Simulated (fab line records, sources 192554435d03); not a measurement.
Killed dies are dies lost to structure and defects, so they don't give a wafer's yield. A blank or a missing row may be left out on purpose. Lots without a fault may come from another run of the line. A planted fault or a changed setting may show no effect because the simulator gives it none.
Which tool did it? | flow n5_finfet | 14 lots, 34 wafers sampled, at 4 steps of a route of 1938

WHAT THE GAUGES READ, wafer by wafer
N5_SD_EPI_P_OVL_MEAS_10. Usual: SD_P_BLK_OVL -0.3 nm, standard deviation 0.7.
lot  | measured    | on         | SD_P_BLK_OVL (nm) | flag
L611 | day 3 12:31 | overlay-01 | -0.5 0.7 -0.9     |
L613 | day 4 00:12 | overlay-01 | -0.1 -0.4         |
L614 | day 4 09:16 | overlay-02 | 0.0 0.0           |
L615 | day 4 12:44 | overlay-02 | 0.9 0.2           |
L616 | day 4 16:25 | overlay-02 | -0.3 -0.5         |
L617 | day 5 01:20 | overlay-02 | -0.3 1.3          |
L618 | day 5 05:43 | overlay-01 | 0.4 -0.5          |
L619 | day 5 10:23 | overlay-01 | 0.6 0.1           |
L620 | day 5 17:08 | overlay-01 | -0.6 -0.7 -1.6    |
L621 | day 6 00:55 | overlay-01 | -0.1 -0.3         |
L622 | day 6 05:02 | overlay-01 | 0.1 -1.2 -0.2     |
L629 | day 7 22:25 | overlay-02 | -0.7 0.0 -0.6     |
L631 | day 8 12:50 | overlay-02 | 0.7 0.2 1.4       |
L632 | day 8 17:49 | overlay-01 | -1.4 -0.3 -1.5    |

N5_ILD0_THK_MEAS_08. Usual: thk_nm 138.8 nm, standard deviation 1.6.
lot  | measured    | on            | thk_nm (nm)       | flag
L611 | day 3 20:16 | film_metro-01 | 139.3 136.5 140.1 |
L613 | day 4 07:59 | film_metro-01 | 137.5 136.6       |
L614 | day 4 16:53 | film_metro-01 | 139.2 139.7       |
L615 | day 4 21:55 | film_metro-02 | 139.8 140.6       |
L616 | day 5 01:30 | film_metro-02 | 136.6 139.4       |
L617 | day 5 09:47 | film_metro-01 | 139.0 138.9       |
L618 | day 5 13:36 | film_metro-01 | 137.8 140.8       |
L619 | day 5 18:06 | film_metro-01 | 137.3 138.7       |
L620 | day 6 00:57 | film_metro-02 | 140.1 139.0 136.4 |
L621 | day 6 09:32 | film_metro-02 | 137.0 139.3       |
L622 | day 6 12:52 | film_metro-02 | 139.8 137.7 140.6 |
L629 | day 8 05:58 | film_metro-01 | 140.0 139.1 140.0 |
L631 | day 8 20:46 | film_metro-02 | 141.0 137.5 137.6 |
L632 | day 9 03:33 | film_metro-02 | 138.5 138.2 139.2 |

WHICH TOOL RAN EACH LOT (tool, then ch and the chambers of the sampled wafers, then the start)
lot  | N5_SD_EPI_P_STRIP_40                | N5_SD_ACTIVATION_LSA_01
L611 | plasma_asher-02 ch 0,1, day 3 13:25 | laser_anneal-02 ch 0, day 3 16:37
L613 | plasma_asher-02 ch 1, day 4 01:07   | laser_anneal-02 ch 0, day 4 04:31
L614 | plasma_asher-01 ch 0,1, day 4 10:10 | laser_anneal-01 ch 0, day 4 13:19
L615 | plasma_asher-01 ch 0,1, day 4 13:37 | laser_anneal-02 ch 0, day 4 17:39
L616 | plasma_asher-02 ch 0, day 4 17:20   | laser_anneal-01 ch 0, day 4 21:48
L617 | plasma_asher-02 ch 0,1, day 5 02:16 | laser_anneal-02 ch 0, day 5 06:14
L618 | plasma_asher-01 ch 0,1, day 5 06:36 | laser_anneal-01 ch 0, day 5 09:54
L619 | plasma_asher-02 ch 0,1, day 5 11:17 | laser_anneal-02 ch 0, day 5 14:31
L620 | plasma_asher-01 ch 0,1, day 5 18:03 | laser_anneal-01 ch 0, day 5 21:19
L621 | plasma_asher-02 ch 1, day 6 01:48   | laser_anneal-02 ch 0, day 6 05:59
L622 | plasma_asher-02 ch 0,1, day 6 06:03 | laser_anneal-01 ch 0, day 6 09:11
L629 | plasma_asher-01 ch 0,1, day 7 23:17 | laser_anneal-02 ch 0, day 8 02:26
L631 | plasma_asher-02 ch 0,1, day 8 13:44 | laser_anneal-02 ch 0, day 8 17:01
L632 | plasma_asher-02 ch 0,1, day 8 18:53 | laser_anneal-01 ch 0, day 9 00:02
- N5_SD_EPI_P_STRIP_40: strips in N2/H2.
- N5_SD_ACTIVATION_LSA_01: time 0.0008 s.

WHAT THE TOOLS THEMSELVES READ (means of the sampled wafers that have a number; where no wafer has one, the mark that the record gives instead)
N5_SD_EPI_P_STRIP_40. Usual: drypump_motor_current_A 6.1 A, standard deviation 0.57; heater_power_w 378 W, standard deviation 35; oes_product_au 0.762 a.u., standard deviation 0.011.
lot  | tool            | drypump_motor_current_A (A) | heater_power_w (W) | oes_product_au (a.u.) | flag
L611 | plasma_asher-02 | 6.2                         | 351                | 0.767                 |
L613 | plasma_asher-02 | 5.9                         | 332                | 0.765                 |
L614 | plasma_asher-01 | 5.8                         | 397                | 0.766                 |
L615 | plasma_asher-01 | 5.8                         | 394                | 0.769                 |
L616 | plasma_asher-02 | 6.8                         | 396                | 0.742                 |
L617 | plasma_asher-02 | 6.3                         | 368                | 0.752                 |
L618 | plasma_asher-01 | 5.7                         | 392                | 0.752                 |
L619 | plasma_asher-02 | 6.3                         | 374                | 0.765                 |
L620 | plasma_asher-01 | 5.9                         | 390                | 0.769                 |
L621 | plasma_asher-02 | 5.9                         | 328                | 0.762                 |
L622 | plasma_asher-02 | 6.2                         | 359                | 0.761                 |
L629 | plasma_asher-01 | 5.5                         | 403                | 0.765                 |
L631 | plasma_asher-02 | 6.5                         | 385                | 0.764                 |
L632 | plasma_asher-02 | 6.5                         | 377                | 0.761                 |

N5_SD_ACTIVATION_LSA_01. Usual: wafer_temp_C_max 1084.5, standard deviation 0.94.
lot  | tool            | wafer_temp_C_max | flag
L611 | laser_anneal-02 | 1083.8           |
L613 | laser_anneal-02 | 1083.6           |
L614 | laser_anneal-01 | 1085.2           |
L615 | laser_anneal-02 | 1083.7           |
L616 | laser_anneal-01 | 1085.2           |
L617 | laser_anneal-02 | 1084.7           |
L618 | laser_anneal-01 | 1084.7           |
L619 | laser_anneal-02 | 1084.5           |
L620 | laser_anneal-01 | 1085.3           |
L621 | laser_anneal-02 | 1084.7           |
L622 | laser_anneal-01 | 1084.9           |
L629 | laser_anneal-02 | 1049.2           | OFF
L631 | laser_anneal-02 | 1050.0           | OFF
L632 | laser_anneal-01 | 1084.8           |

THE ANSWER, worked out from the rows above alone
Rule: a lot is off if the mean of its wafers that have a number lies more than 3 standard deviations from the usual mean. A lot without any number at a reading at which 4 lots or more have one is off too. The other lots that the step has rows for count as sound. The gauges are gone through in route order, then the tools' own readings, and for those a lot's mean is taken as printed above. The first step at which some lot is off is used, and at that step the reading that is off furthest; a lot without a number counts as furthest.
Off: L629, L631, at N5_SD_ACTIVATION_LSA_01 (wafer_temp_C_max).
A tool fits if, at that step or a process step before it, it ran every lot that is off, and no sound lot after the first of them. One fits: laser_anneal-02 at N5_SD_ACTIVATION_LSA_01. Its last sound lot is L621 (day 6 05:59), its first lot that is off L629 (day 8 02:26): a fault that began between those two fits.
The tool's own readings at N5_SD_ACTIVATION_LSA_01 bear it out: on the lots that are off they differ by more than 5 times the standard deviation of the sound lots' means. wafer_temp_C_max reads 1049.6 there against 1084.6 on the sound lots.

WHAT THE SIMULATOR HAD PUT IN
Process parameter drift: laser_anneal-02, from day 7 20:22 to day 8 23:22, at N5_SD_ACTIVATION_LSA_01. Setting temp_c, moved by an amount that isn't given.
Lots struck among those shown: L629, L631. The rule above found the same.
